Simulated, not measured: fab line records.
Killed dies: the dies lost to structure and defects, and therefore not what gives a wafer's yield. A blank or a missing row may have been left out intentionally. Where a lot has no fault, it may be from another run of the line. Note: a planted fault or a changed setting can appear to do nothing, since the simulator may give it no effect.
Matching of chambers :: flow n5 finfet :: 3 sister chambers for N5_BEOL_M9_DEP_56 on pecvd-02
The step deposits SiCN from 3MS/NH3, target thk 15 nm, time 26.5 s. 16 wafers are shown with their chamber, then 8 later ones without.

== WAFERS WITH THEIR CHAMBER ==
wafer: L079.2
chamber: 2
throttle valve pct (%): 9.2
showerhead plenum p Torr (Torr): 3.661

wafer: L079.3
chamber: 0
throttle valve pct (%): 9.6
showerhead plenum p Torr (Torr): 3.667

wafer: L079.5
chamber: 0
throttle valve pct (%): 9.2
showerhead plenum p Torr (Torr): 3.666

wafer: L081.1
chamber: 2
throttle valve pct (%): 9.2
showerhead plenum p Torr (Torr): 3.666

wafer: L081.3
chamber: 1
throttle valve pct (%): 9.7
showerhead plenum p Torr (Torr): 3.663

wafer: L081.6
chamber: 2
throttle valve pct (%): 9.3
showerhead plenum p Torr (Torr): 3.663

wafer: L083.3
chamber: 2
throttle valve pct (%): 9.0
showerhead plenum p Torr (Torr): 3.664

wafer: L083.4
chamber: 1
throttle valve pct (%): 9.5
showerhead plenum p Torr (Torr): 3.670

wafer: L083.6
chamber: 0
throttle valve pct (%): 9.4
showerhead plenum p Torr (Torr): 3.664

wafer: L085.1
chamber: 2
throttle valve pct (%): 9.3
showerhead plenum p Torr (Torr): 3.657

wafer: L085.4
chamber: 2
throttle valve pct (%): 9.3
showerhead plenum p Torr (Torr): 3.665

wafer: L085.6
chamber: 0
throttle valve pct (%): 9.9
showerhead plenum p Torr (Torr): 3.657

wafer: L088.1
chamber: 2
throttle valve pct (%): 9.0
showerhead plenum p Torr (Torr): 3.670

wafer: L088.2
chamber: 1
throttle valve pct (%): 9.5
showerhead plenum p Torr (Torr): 3.677

wafer: L088.4
chamber: 1
throttle valve pct (%): 10.2
showerhead plenum p Torr (Torr): 3.667

wafer: L091.4
chamber: 2
throttle valve pct (%): 9.0
showerhead plenum p Torr (Torr): 3.659

SIGNATURES (means of the wafers above)
reading: throttle valve pct
chamber 0: 9.525
chamber 1: 9.725
chamber 2: 9.162
scatter within a chamber: 0.238

reading: showerhead plenum p Torr
chamber 0: 3.66350
chamber 1: 3.66925
chamber 2: 3.66312
scatter within a chamber: 0.00468
Rule: distance of a wafer from a chamber = root of the sum over the readings of ((wafer's reading minus chamber's mean) / reading's scatter) squared. If the next closest chamber is less than 2 further off than the closest, the wafer can't be placed; otherwise it belongs to the closest. The scatter is the square root of a quotient: the sum, over the shown wafers, of each reading's squared deviation from its chamber's mean, divided by wafers minus chambers.

== WAFERS WITH NO CHAMBER GIVEN ==
wafer: L091.5
throttle valve pct (%): 9.5
showerhead plenum p Torr (Torr): 3.665

wafer: L091.6
throttle valve pct (%): 9.6
showerhead plenum p Torr (Torr): 3.666

wafer: L094.4
throttle valve pct (%): 9.3
showerhead plenum p Torr (Torr): 3.670

wafer: L094.5
throttle valve pct (%): 9.8
showerhead plenum p Torr (Torr): 3.660

wafer: L094.6
throttle valve pct (%): 9.3
showerhead plenum p Torr (Torr): 3.670

wafer: L093.1
throttle valve pct (%): 9.6
showerhead plenum p Torr (Torr): 3.670

wafer: L093.4
throttle valve pct (%): 9.5
showerhead plenum p Torr (Torr): 3.669

wafer: L093.5
throttle valve pct (%): 9.0
showerhead plenum p Torr (Torr): 3.667

== WHICH CHAMBER EACH ONE RAN IN ==
wafer: L091.5
from the rows above: can't be placed: 0 or 1 or 2
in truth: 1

wafer: L091.6
from the rows above: can't be placed: 0 or 1 or 2
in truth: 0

wafer: L094.4
from the rows above: can't be placed: 2 or 0 or 1
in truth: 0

wafer: L094.5
from the rows above: can't be placed: 0 or 1 or 2
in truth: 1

wafer: L094.6
from the rows above: can't be placed: 2 or 0 or 1
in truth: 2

wafer: L093.1
from the rows above: can't be placed: 1 or 0 or 2
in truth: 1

wafer: L093.4
from the rows above: can't be placed: 1 or 0 or 2
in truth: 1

wafer: L093.5
from the rows above: can't be placed: 2 or 0
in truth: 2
Placed correctly: 0 of 8. These rows do not allow placing 8 (true chamber among the candidates in 8). 0 placed wrongly.
